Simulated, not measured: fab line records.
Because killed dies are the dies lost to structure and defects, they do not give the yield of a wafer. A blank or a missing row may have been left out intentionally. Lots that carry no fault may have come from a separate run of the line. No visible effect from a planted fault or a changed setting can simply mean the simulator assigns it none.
What tool caused it? :: flow nand_harc :: 72 wafers from 24 lots sampled at 6 of the route's 1302 steps

## WHAT THE GAUGES SHOWED, per wafer
NHARC_P_M2_OVL_MEAS_10: pitch 340 nm. Usual: overlay_x_nm 0.0 nm, standard deviation 0.84; overlay_y_nm 0.0 nm, standard deviation 0.93.
lot: L074
measured: day 6 10:15
on: overlay-01
overlay_x_nm (nm): 0.5 0.8 0.4
overlay_y_nm (nm): 0.3 -0.9 -0.3
flag: 

lot: L075
measured: day 7 00:34
on: overlay-02
overlay_x_nm (nm): -1.1 -1.1 -1.0
overlay_y_nm (nm): 0.7 1.5 1.0
flag: 

lot: L076
measured: day 7 03:20
on: overlay-01
overlay_x_nm (nm): 0.4 0.4 0.5
overlay_y_nm (nm): -0.3 -0.9 0.1
flag: 

lot: L077
measured: day 7 14:02
on: overlay-01
overlay_x_nm (nm): -0.3 -0.7 0.0
overlay_y_nm (nm): 0.3 0.0 -0.1
flag: 

lot: L078
measured: day 8 04:52
on: overlay-01
overlay_x_nm (nm): -0.3 -0.6 -0.6
overlay_y_nm (nm): 0.1 0.0 0.1
flag: 

lot: L079
measured: day 8 10:07
on: overlay-01
overlay_x_nm (nm): -1.0 -1.3 -0.3
overlay_y_nm (nm): -1.2 -0.4 0.1
flag: 

lot: L080
measured: day 8 21:31
on: overlay-01
overlay_x_nm (nm): 0.1 0.1 0.1
overlay_y_nm (nm): 1.1 0.9 1.4
flag: 

lot: L081
measured: day 9 05:26
on: overlay-01
overlay_x_nm (nm): 0.4 0.4 0.0
overlay_y_nm (nm): -0.5 -0.7 -0.8
flag: 

lot: L082
measured: day 9 19:37
on: overlay-02
overlay_x_nm (nm): 0.7 1.1 0.5
overlay_y_nm (nm): 0.3 0.3 0.2
flag: 

lot: L083
measured: day 10 04:08
on: overlay-02
overlay_x_nm (nm): 0.0 0.5 0.5
overlay_y_nm (nm): 0.0 0.1 0.0
flag: 

lot: L084
measured: day 10 17:48
on: overlay-01
overlay_x_nm (nm): 0.1 0.1 0.3
overlay_y_nm (nm): 1.2 2.0 1.3
flag: 

lot: L085
measured: day 10 23:58
on: overlay-01
overlay_x_nm (nm): -0.6 -0.7 -0.9
overlay_y_nm (nm): -1.1 -1.7 -1.6
flag: 

lot: L086
measured: day 11 12:42
on: overlay-02
overlay_x_nm (nm): 0.5 1.2 1.0
overlay_y_nm (nm): -1.4 -0.3 -0.8
flag: 

lot: L087
measured: day 11 16:30
on: overlay-02
overlay_x_nm (nm): -0.3 0.2 0.0
overlay_y_nm (nm): 1.3 1.4 0.8
flag: 

lot: L089
measured: day 12 13:32
on: overlay-01
overlay_x_nm (nm): -0.8 -1.2 -1.4
overlay_y_nm (nm): -0.5 -0.6 -1.2
flag: 

lot: L088
measured: day 12 16:46
on: overlay-02
overlay_x_nm (nm): -1.1 -1.5 -1.4
overlay_y_nm (nm): -1.2 -1.0 -1.4
flag: 

lot: L090
measured: day 13 03:11
on: overlay-02
overlay_x_nm (nm): -0.2 -0.4 0.6
overlay_y_nm (nm): 1.0 1.6 1.4
flag: 

lot: L091
measured: day 13 08:13
on: overlay-01
overlay_x_nm (nm): 2.2 2.1 2.2
overlay_y_nm (nm): 0.2 -0.1 0.3
flag: 

lot: L092
measured: day 13 20:44
on: overlay-02
overlay_x_nm (nm): 1.1 0.8 1.0
overlay_y_nm (nm): -1.3 -1.4 -1.5
flag: 

lot: L093
measured: day 14 07:44
on: overlay-01
overlay_x_nm (nm): 0.5 0.7 0.7
overlay_y_nm (nm): -0.1 0.2 0.1
flag: 

lot: L094
measured: day 14 14:25
on: overlay-01
overlay_x_nm (nm): 0.0 -0.7 -0.4
overlay_y_nm (nm): -1.6 -1.2 -1.0
flag: 

lot: L095
measured: day 15 03:22
on: overlay-02
overlay_x_nm (nm): -0.6 -0.2 -0.1
overlay_y_nm (nm): 0.5 0.4 0.0
flag: 

lot: L096
measured: day 15 12:52
on: overlay-01
overlay_x_nm (nm): 0.2 -0.4 -0.2
overlay_y_nm (nm): 0.2 -0.9 0.0
flag: 

lot: L097
measured: day 15 20:02
on: overlay-02
overlay_x_nm (nm): 0.5 0.3 0.3
overlay_y_nm (nm): 1.5 1.9 1.0
flag: 

NHARC_P_BONDPAD_THK_MEAS_33: measures by ellipsometry. Usual: 199.5 nm for thk_nm, sd 1.8.
lot: L074
measured: day 6 14:13
on: film_metro-02
thk_nm (nm): 200.7 201.7 200.3
flag: 

lot: L075
measured: day 7 04:31
on: film_metro-02
thk_nm (nm): 197.3 198.2 200.6
flag: 

lot: L076
measured: day 7 07:16
on: film_metro-02
thk_nm (nm): 198.6 198.1 197.5
flag: 

lot: L077
measured: day 7 17:59
on: film_metro-02
thk_nm (nm): 201.7 198.4 198.4
flag: 

lot: L078
measured: day 8 08:44
on: film_metro-02
thk_nm (nm): 201.7 201.8 200.1
flag: 

lot: L079
measured: day 8 14:02
on: film_metro-02
thk_nm (nm): 199.6 201.2 199.0
flag: 

lot: L080
measured: day 9 01:25
on: film_metro-01
thk_nm (nm): 202.1 199.1 204.7
flag: 

lot: L081
measured: day 9 09:19
on: film_metro-02
thk_nm (nm): 197.6 199.3 200.1
flag: 

lot: L082
measured: day 9 23:31
on: film_metro-02
thk_nm (nm): 197.9 196.4 199.5
flag: 

lot: L083
measured: day 10 08:07
on: film_metro-02
thk_nm (nm): 199.6 198.3 201.0
flag: 

lot: L084
measured: day 10 22:11
on: film_metro-01
thk_nm (nm): 200.9 198.4 196.0
flag: 

lot: L085
measured: day 11 03:51
on: film_metro-01
thk_nm (nm): 198.0 198.8 201.1
flag: 

lot: L086
measured: day 11 16:35
on: film_metro-02
thk_nm (nm): 198.8 196.3 198.3
flag: 

lot: L087
measured: day 11 20:23
on: film_metro-02
thk_nm (nm): 196.6 197.4 201.1
flag: 

lot: L089
measured: day 12 17:57
on: film_metro-01
thk_nm (nm): 197.4 199.0 196.3
flag: 

lot: L088
measured: day 12 20:43
on: film_metro-01
thk_nm (nm): 197.7 197.7 200.0
flag: 

lot: L090
measured: day 13 07:04
on: film_metro-01
thk_nm (nm): 198.5 203.3 201.1
flag: 

lot: L091
measured: day 13 12:13
on: film_metro-02
thk_nm (nm): 200.1 202.6 203.3
flag: 

lot: L092
measured: day 14 00:40
on: film_metro-01
thk_nm (nm): 201.6 199.6 199.5
flag: 

lot: L093
measured: day 14 11:36
on: film_metro-01
thk_nm (nm): 197.6 197.0 197.4
flag: 

lot: L094
measured: day 14 18:26
on: film_metro-02
thk_nm (nm): 200.0 199.8 198.7
flag: 

lot: L095
measured: day 15 07:16
on: film_metro-01
thk_nm (nm): 200.2 201.3 198.5
flag: 

lot: L096
measured: day 15 16:45
on: film_metro-02
thk_nm (nm): 198.7 200.2 199.9
flag: 

lot: L097
measured: day 16 00:05
on: film_metro-01
thk_nm (nm): 196.2 199.7 199.1
flag: 

## WHAT TOOL EACH LOT RAN ON (gives the tool, then ch and the chambers of the sampled wafers, and finally the start)
lot: L074
NHARC_P_M0_PRE_CLEAN_29: pvd_sputter-03, day 6 04:33 or earlier
NHARC_P_M0_PRE_CLEAN_31: pecvd-01 ch 1,2, day 6 04:33
NHARC_P_M1_ANNEAL_31: rtp_anneal-02 ch 0, day 6 07:58
NHARC_P_M1_CMP_23: cmp-04 ch 1,2,3, day 6 08:22

lot: L075
NHARC_P_M0_PRE_CLEAN_29: pvd_sputter-01, day 6 19:03 or earlier
NHARC_P_M0_PRE_CLEAN_31: pecvd-04 ch 0,2, day 6 19:03
NHARC_P_M1_ANNEAL_31: rtp_anneal-02 ch 0, day 6 22:16
NHARC_P_M1_CMP_23: cmp-02 ch 0,3, day 6 22:37

lot: L076
NHARC_P_M0_PRE_CLEAN_29: pvd_sputter-03, day 6 21:47 or earlier
NHARC_P_M0_PRE_CLEAN_31: pecvd-04 ch 1,2, day 6 21:47
NHARC_P_M1_ANNEAL_31: rtp_anneal-02 ch 0, day 7 01:02
NHARC_P_M1_CMP_23: cmp-02 ch 1,3, day 7 01:25

lot: L077
NHARC_P_M0_PRE_CLEAN_29: pvd_sputter-01, day 7 08:19 or earlier
NHARC_P_M0_PRE_CLEAN_31: pecvd-01 ch 0,1,2, day 7 08:19
NHARC_P_M1_ANNEAL_31: rtp_anneal-01 ch 0, day 7 11:38
NHARC_P_M1_CMP_23: cmp-03 ch 2,3, day 7 11:56

lot: L078
NHARC_P_M0_PRE_CLEAN_29: pvd_sputter-01, day 7 23:31 or earlier
NHARC_P_M0_PRE_CLEAN_31: pecvd-04 ch 1,2, day 7 23:31
NHARC_P_M1_ANNEAL_31: rtp_anneal-01 ch 0, day 8 02:41
NHARC_P_M1_CMP_23: cmp-04 ch 0,1,2, day 8 03:02

lot: L079
NHARC_P_M0_PRE_CLEAN_29: pvd_sputter-01, day 8 04:34 or earlier
NHARC_P_M0_PRE_CLEAN_31: pecvd-01 ch 1,2, day 8 04:34
NHARC_P_M1_ANNEAL_31: rtp_anneal-02 ch 0, day 8 07:52
NHARC_P_M1_CMP_23: cmp-03 ch 0,1,2, day 8 08:13

lot: L080
NHARC_P_M0_PRE_CLEAN_29: pvd_sputter-03, day 8 15:56 or earlier
NHARC_P_M0_PRE_CLEAN_31: pecvd-04 ch 0,2, day 8 15:56
NHARC_P_M1_ANNEAL_31: rtp_anneal-02 ch 0, day 8 19:14
NHARC_P_M1_CMP_23: cmp-04 ch 0,1, day 8 19:36

lot: L081
NHARC_P_M0_PRE_CLEAN_29: pvd_sputter-03, day 8 23:53 or earlier
NHARC_P_M0_PRE_CLEAN_31: pecvd-01 ch 0,1, day 8 23:53
NHARC_P_M1_ANNEAL_31: rtp_anneal-01 ch 0, day 9 02:59
NHARC_P_M1_CMP_23: cmp-03 ch 0,1,2, day 9 03:22

lot: L082
NHARC_P_M0_PRE_CLEAN_29: pvd_sputter-01, day 9 14:14 or earlier
NHARC_P_M0_PRE_CLEAN_31: pecvd-01 ch 0,2, day 9 14:14
NHARC_P_M1_ANNEAL_31: rtp_anneal-01 ch 0, day 9 17:26
NHARC_P_M1_CMP_23: cmp-02 ch 0,1, day 9 17:43

lot: L083
NHARC_P_M0_PRE_CLEAN_29: pvd_sputter-02, day 9 22:28 or earlier
NHARC_P_M0_PRE_CLEAN_31: pecvd-02 ch 0,1,2, day 9 22:28
NHARC_P_M1_ANNEAL_31: rtp_anneal-02 ch 0, day 10 01:56
NHARC_P_M1_CMP_23: cmp-02 ch 0,1,2, day 10 02:11

lot: L084
NHARC_P_M0_PRE_CLEAN_29: pvd_sputter-03, day 10 12:16 or earlier
NHARC_P_M0_PRE_CLEAN_31: pecvd-01 ch 0,1,2, day 10 12:16
NHARC_P_M1_ANNEAL_31: rtp_anneal-01 ch 0, day 10 15:29
NHARC_P_M1_CMP_23: cmp-03 ch 0,2, day 10 15:52

lot: L085
NHARC_P_M0_PRE_CLEAN_29: pvd_sputter-02, day 10 18:14 or earlier
NHARC_P_M0_PRE_CLEAN_31: pecvd-01 ch 0,1,2, day 10 18:14
NHARC_P_M1_ANNEAL_31: rtp_anneal-01 ch 0, day 10 21:44
NHARC_P_M1_CMP_23: cmp-03 ch 0,2,3, day 10 22:02

lot: L086
NHARC_P_M0_PRE_CLEAN_29: pvd_sputter-01, day 11 06:58 or earlier
NHARC_P_M0_PRE_CLEAN_31: pecvd-01 ch 0,1, day 11 06:58
NHARC_P_M1_ANNEAL_31: rtp_anneal-02 ch 0, day 11 10:24
NHARC_P_M1_CMP_23: cmp-03 ch 1,2,3, day 11 10:45

lot: L087
NHARC_P_M0_PRE_CLEAN_29: pvd_sputter-01, day 11 11:05 or earlier
NHARC_P_M0_PRE_CLEAN_31: pecvd-01 ch 0,1,2, day 11 11:05
NHARC_P_M1_ANNEAL_31: rtp_anneal-01 ch 0, day 11 14:13
NHARC_P_M1_CMP_23: cmp-02 ch 1,2,3, day 11 14:33

lot: L089
NHARC_P_M0_PRE_CLEAN_29: pvd_sputter-01, day 12 08:16 or earlier
NHARC_P_M0_PRE_CLEAN_31: pecvd-02 ch 0,1,2, day 12 08:16
NHARC_P_M1_ANNEAL_31: rtp_anneal-02 ch 0, day 12 11:26
NHARC_P_M1_CMP_23: cmp-02 ch 0,1, day 12 11:45

lot: L088
NHARC_P_M0_PRE_CLEAN_29: pvd_sputter-02, day 12 11:26 or earlier
NHARC_P_M0_PRE_CLEAN_31: pecvd-02 ch 1,2, day 12 11:26
NHARC_P_M1_ANNEAL_31: rtp_anneal-02 ch 0, day 12 14:37
NHARC_P_M1_CMP_23: cmp-04 ch 0,3, day 12 14:58

lot: L090
NHARC_P_M0_PRE_CLEAN_29: pvd_sputter-03, day 12 21:46 or earlier
NHARC_P_M0_PRE_CLEAN_31: pecvd-04 ch 0,1,2, day 12 21:46
NHARC_P_M1_ANNEAL_31: rtp_anneal-01 ch 0, day 13 00:56
NHARC_P_M1_CMP_23: cmp-02 ch 0,1,2, day 13 01:16

lot: L091
NHARC_P_M0_PRE_CLEAN_29: pvd_sputter-01, day 13 02:44 or earlier
NHARC_P_M0_PRE_CLEAN_31: pecvd-01 ch 0,2, day 13 02:44
NHARC_P_M1_ANNEAL_31: rtp_anneal-02 ch 0, day 13 06:05
NHARC_P_M1_CMP_23: cmp-03 ch 1,2,3, day 13 06:23

lot: L092
NHARC_P_M0_PRE_CLEAN_29: pvd_sputter-02, day 13 15:11 or earlier
NHARC_P_M0_PRE_CLEAN_31: pecvd-01 ch 0,1,2, day 13 15:11
NHARC_P_M1_ANNEAL_31: rtp_anneal-02 ch 0, day 13 18:29
NHARC_P_M1_CMP_23: cmp-03 ch 1,3, day 13 18:47

lot: L093
NHARC_P_M0_PRE_CLEAN_29: pvd_sputter-03, day 14 02:10 or earlier
NHARC_P_M0_PRE_CLEAN_31: pecvd-02 ch 0,1, day 14 02:10
NHARC_P_M1_ANNEAL_31: rtp_anneal-02 ch 0, day 14 05:26
NHARC_P_M1_CMP_23: cmp-02 ch 0,1,2, day 14 05:49

lot: L094
NHARC_P_M0_PRE_CLEAN_29: pvd_sputter-02, day 14 08:58 or earlier
NHARC_P_M0_PRE_CLEAN_31: pecvd-04 ch 0,1,2, day 14 08:58
NHARC_P_M1_ANNEAL_31: rtp_anneal-02 ch 0, day 14 12:14
NHARC_P_M1_CMP_23: cmp-03 ch 0,1,3, day 14 12:35

lot: L095
NHARC_P_M0_PRE_CLEAN_29: pvd_sputter-01, day 14 21:35 or earlier
NHARC_P_M0_PRE_CLEAN_31: pecvd-04 ch 1,2, day 14 21:35
NHARC_P_M1_ANNEAL_31: rtp_anneal-02 ch 0, day 15 00:55
NHARC_P_M1_CMP_23: cmp-03 ch 1,2, day 15 01:15

lot: L096
NHARC_P_M0_PRE_CLEAN_29: pvd_sputter-02, day 15 07:24 or earlier
NHARC_P_M0_PRE_CLEAN_31: pecvd-02 ch 0,1, day 15 07:24
NHARC_P_M1_ANNEAL_31: rtp_anneal-02 ch 0, day 15 10:41
NHARC_P_M1_CMP_23: cmp-02 ch 1,2,3, day 15 11:05

lot: L097
NHARC_P_M0_PRE_CLEAN_29: pvd_sputter-02, day 15 14:34 or earlier
NHARC_P_M0_PRE_CLEAN_31: pecvd-04 ch 1,2, day 15 14:34
NHARC_P_M1_ANNEAL_31: rtp_anneal-01 ch 0, day 15 17:43
NHARC_P_M1_CMP_23: cmp-03 ch 1,3, day 15 18:04
- NHARC_P_M0_PRE_CLEAN_29: time 30 s.
- NHARC_P_M0_PRE_CLEAN_31: time 12 s.
- NHARC_P_M1_ANNEAL_31: time 90 s.
- NHARC_P_M1_CMP_23: polishes, t overpolish 20 s, target thk 157.82 nm.

## AS READ BY THE TOOLS THEMSELVES (means over the sampled wafers that have a number; for cases with no such wafer, the mark the record gives instead)
NHARC_P_M0_PRE_CLEAN_29. Usual: 423 W for heater_power_w, sd 41.
lot: L074
tool: pvd_sputter-03
heater_power_w (W): 433
flag: 

lot: L075
tool: pvd_sputter-01
heater_power_w (W): 418
flag: 

lot: L076
tool: pvd_sputter-03
heater_power_w (W): 444
flag: 

lot: L077
tool: pvd_sputter-01
heater_power_w (W): 424
flag: 

lot: L078
tool: pvd_sputter-01
heater_power_w (W): 412
flag: 

lot: L079
tool: pvd_sputter-01
heater_power_w (W): 413
flag: 

lot: L080
tool: pvd_sputter-03
heater_power_w (W): 394
flag: 

lot: L081
tool: pvd_sputter-03
heater_power_w (W): 461
flag: 

lot: L082
tool: pvd_sputter-01
heater_power_w (W): 421
flag: 

lot: L083
tool: pvd_sputter-02
heater_power_w (W): 485
flag: 

lot: L084
tool: pvd_sputter-03
heater_power_w (W): 437
flag: 

lot: L085
tool: pvd_sputter-02
heater_power_w (W): 380
flag: 

lot: L086
tool: pvd_sputter-01
heater_power_w (W): 419
flag: 

lot: L087
tool: pvd_sputter-01
heater_power_w (W): 419
flag: 

lot: L089
tool: pvd_sputter-01
heater_power_w (W): 398
flag: 

lot: L088
tool: pvd_sputter-02
heater_power_w (W): 383
flag: 

lot: L090
tool: pvd_sputter-03
heater_power_w (W): 462
flag: 

lot: L091
tool: pvd_sputter-01
heater_power_w (W): 420
flag: 

lot: L092
tool: pvd_sputter-02
heater_power_w (W): 391
flag: 

lot: L093
tool: pvd_sputter-03
heater_power_w (W): 429
flag: 

lot: L094
tool: pvd_sputter-02
heater_power_w (W): 447
flag: 

lot: L095
tool: pvd_sputter-01
heater_power_w (W): 392
flag: 

lot: L096
tool: pvd_sputter-02
heater_power_w (W): 403
flag: 

lot: L097
tool: pvd_sputter-02
heater_power_w (W): 454
flag: 

NHARC_P_M0_PRE_CLEAN_31. Usual: 649 W for heater_power_w, sd 76.
lot: L074
tool: pecvd-01
heater_power_w (W): 655
flag: 

lot: L075
tool: pecvd-04
heater_power_w (W): 682
flag: 

lot: L076
tool: pecvd-04
heater_power_w (W): 612
flag: 

lot: L077
tool: pecvd-01
heater_power_w (W): 660
flag: 

lot: L078
tool: pecvd-04
heater_power_w (W): 650
flag: 

lot: L079
tool: pecvd-01
heater_power_w (W): 684
flag: 

lot: L080
tool: pecvd-04
heater_power_w (W): 695
flag: 

lot: L081
tool: pecvd-01
heater_power_w (W): 620
flag: 

lot: L082
tool: pecvd-01
heater_power_w (W): 586
flag: 

lot: L083
tool: pecvd-02
heater_power_w (W): 612
flag: 

lot: L084
tool: pecvd-01
heater_power_w (W): 679
flag: 

lot: L085
tool: pecvd-01
heater_power_w (W): 595
flag: 

lot: L086
tool: pecvd-01
heater_power_w (W): 654
flag: 

lot: L087
tool: pecvd-01
heater_power_w (W): 630
flag: 

lot: L089
tool: pecvd-02
heater_power_w (W): 629
flag: 

lot: L088
tool: pecvd-02
heater_power_w (W): 640
flag: 

lot: L090
tool: pecvd-04
heater_power_w (W): 691
flag: 

lot: L091
tool: pecvd-01
heater_power_w (W): 694
flag: 

lot: L092
tool: pecvd-01
heater_power_w (W): 622
flag: 

lot: L093
tool: pecvd-02
heater_power_w (W): 658
flag: 

lot: L094
tool: pecvd-04
heater_power_w (W): 663
flag: 

lot: L095
tool: pecvd-04
heater_power_w (W): 573
flag: 

lot: L096
tool: pecvd-02
heater_power_w (W): 597
flag: 

lot: L097
tool: pecvd-04
heater_power_w (W): 584
flag: 

NHARC_P_M1_ANNEAL_31. Usual: 226.0 for wafer_temp_C_max, sd 0.34.
lot: L074
tool: rtp_anneal-02
wafer_temp_C_max: 225.6
flag: 

lot: L075
tool: rtp_anneal-02
wafer_temp_C_max: 226.0
flag: 

lot: L076
tool: rtp_anneal-02
wafer_temp_C_max: 226.0
flag: 

lot: L077
tool: rtp_anneal-01
wafer_temp_C_max: 226.4
flag: 

lot: L078
tool: rtp_anneal-01
wafer_temp_C_max: 226.7
flag: 

lot: L079
tool: rtp_anneal-02
wafer_temp_C_max: 225.7
flag: 

lot: L080
tool: rtp_anneal-02
wafer_temp_C_max: 226.1
flag: 

lot: L081
tool: rtp_anneal-01
wafer_temp_C_max: 226.6
flag: 

lot: L082
tool: rtp_anneal-01
wafer_temp_C_max: 226.3
flag: 

lot: L083
tool: rtp_anneal-02
wafer_temp_C_max: 225.9
flag: 

lot: L084
tool: rtp_anneal-01
wafer_temp_C_max: 226.3
flag: 

lot: L085
tool: rtp_anneal-01
wafer_temp_C_max: 226.0
flag: 

lot: L086
tool: rtp_anneal-02
wafer_temp_C_max: 225.8
flag: 

lot: L087
tool: rtp_anneal-01
wafer_temp_C_max: 226.2
flag: 

lot: L089
tool: rtp_anneal-02
wafer_temp_C_max: 225.6
flag: 

lot: L088
tool: rtp_anneal-02
wafer_temp_C_max: 225.8
flag: 

lot: L090
tool: rtp_anneal-01
wafer_temp_C_max: 226.4
flag: 

lot: L091
tool: rtp_anneal-02
wafer_temp_C_max: 225.7
flag: 

lot: L092
tool: rtp_anneal-02
wafer_temp_C_max: 225.7
flag: 

lot: L093
tool: rtp_anneal-02
wafer_temp_C_max: 225.7
flag: 

lot: L094
tool: rtp_anneal-02
wafer_temp_C_max: 225.8
flag: 

lot: L095
tool: rtp_anneal-02
wafer_temp_C_max: 225.8
flag: 

lot: L096
tool: rtp_anneal-02
wafer_temp_C_max: 225.9
flag: 

lot: L097
tool: rtp_anneal-01
wafer_temp_C_max: 226.3
flag: 

NHARC_P_M1_CMP_23. Usual: motor_current_A 11.7 A, standard deviation 0.98; time_to_endpoint_s 27.4 s, standard deviation 2.8.
lot: L074
tool: cmp-04
motor_current_A (A): 12.7
time_to_endpoint_s (s): 24.3
flag: 

lot: L075
tool: cmp-02
motor_current_A (A): 11.1
time_to_endpoint_s (s): 23.9
flag: 

lot: L076
tool: cmp-02
motor_current_A (A): 10.6
time_to_endpoint_s (s): 22.1
flag: 

lot: L077
tool: cmp-03
motor_current_A (A): 11.6
time_to_endpoint_s (s): 30.8
flag: 

lot: L078
tool: cmp-04
motor_current_A (A): 12.7
time_to_endpoint_s (s): 28.9
flag: 

lot: L079
tool: cmp-03
motor_current_A (A): 11.8
time_to_endpoint_s (s): 29.9
flag: 

lot: L080
tool: cmp-04
motor_current_A (A): 12.3
time_to_endpoint_s (s): 29.9
flag: 

lot: L081
tool: cmp-03
motor_current_A (A): 11.4
time_to_endpoint_s (s): 29.3
flag: 

lot: L082
tool: cmp-02
motor_current_A (A): 11.4
time_to_endpoint_s (s): 26.9
flag: 

lot: L083
tool: cmp-02
motor_current_A (A): 11.8
time_to_endpoint_s (s): 26.9
flag: 

lot: L084
tool: cmp-03
motor_current_A (A): 12.0
time_to_endpoint_s (s): 29.2
flag: 

lot: L085
tool: cmp-03
motor_current_A (A): 11.8
time_to_endpoint_s (s): 27.8
flag: 

lot: L086
tool: cmp-03
motor_current_A (A): 11.1
time_to_endpoint_s (s): 25.6
flag: 

lot: L087
tool: cmp-02
motor_current_A (A): 11.6
time_to_endpoint_s (s): 26.1
flag: 

lot: L089
tool: cmp-02
motor_current_A (A): 11.7
time_to_endpoint_s (s): 26.8
flag: 

lot: L088
tool: cmp-04
motor_current_A (A): 12.2
time_to_endpoint_s (s): 26.8
flag: 

lot: L090
tool: cmp-02
motor_current_A (A): 12.0
time_to_endpoint_s (s): 28.0
flag: 

lot: L091
tool: cmp-03
motor_current_A (A): 11.3
time_to_endpoint_s (s): 26.8
flag: 

lot: L092
tool: cmp-03
motor_current_A (A): 11.1
time_to_endpoint_s (s): 28.2
flag: 

lot: L093
tool: cmp-02
motor_current_A (A): 12.1
time_to_endpoint_s (s): 27.4
flag: 

lot: L094
tool: cmp-03
motor_current_A (A): 11.3
time_to_endpoint_s (s): 27.8
flag: 

lot: L095
tool: cmp-03
motor_current_A (A): 10.9
time_to_endpoint_s (s): 29.6
flag: 

lot: L096
tool: cmp-02
motor_current_A (A): 12.0
time_to_endpoint_s (s): 25.8
flag: 

lot: L097
tool: cmp-03
motor_current_A (A): 10.9
time_to_endpoint_s (s): 30.7
flag: 

## THE ANSWER, worked out from the rows above alone
Rule: lot off if the mean of its wafers having a number is beyond 3 standard deviations from the usual mean. A lot without any number at a reading at which 4 lots or more have one is off too. All remaining lots with rows at the step are treated as sound. The gauges are gone through in route order, then the tools' own readings, and for those a lot's mean is taken as printed above. At the first step where some lot is off, the reading lying furthest off is the one used; lots without a number count as furthest.
Nothing can be told from this: no lot is off at any reading shown.

## WHAT THE SIMULATOR PUT IN
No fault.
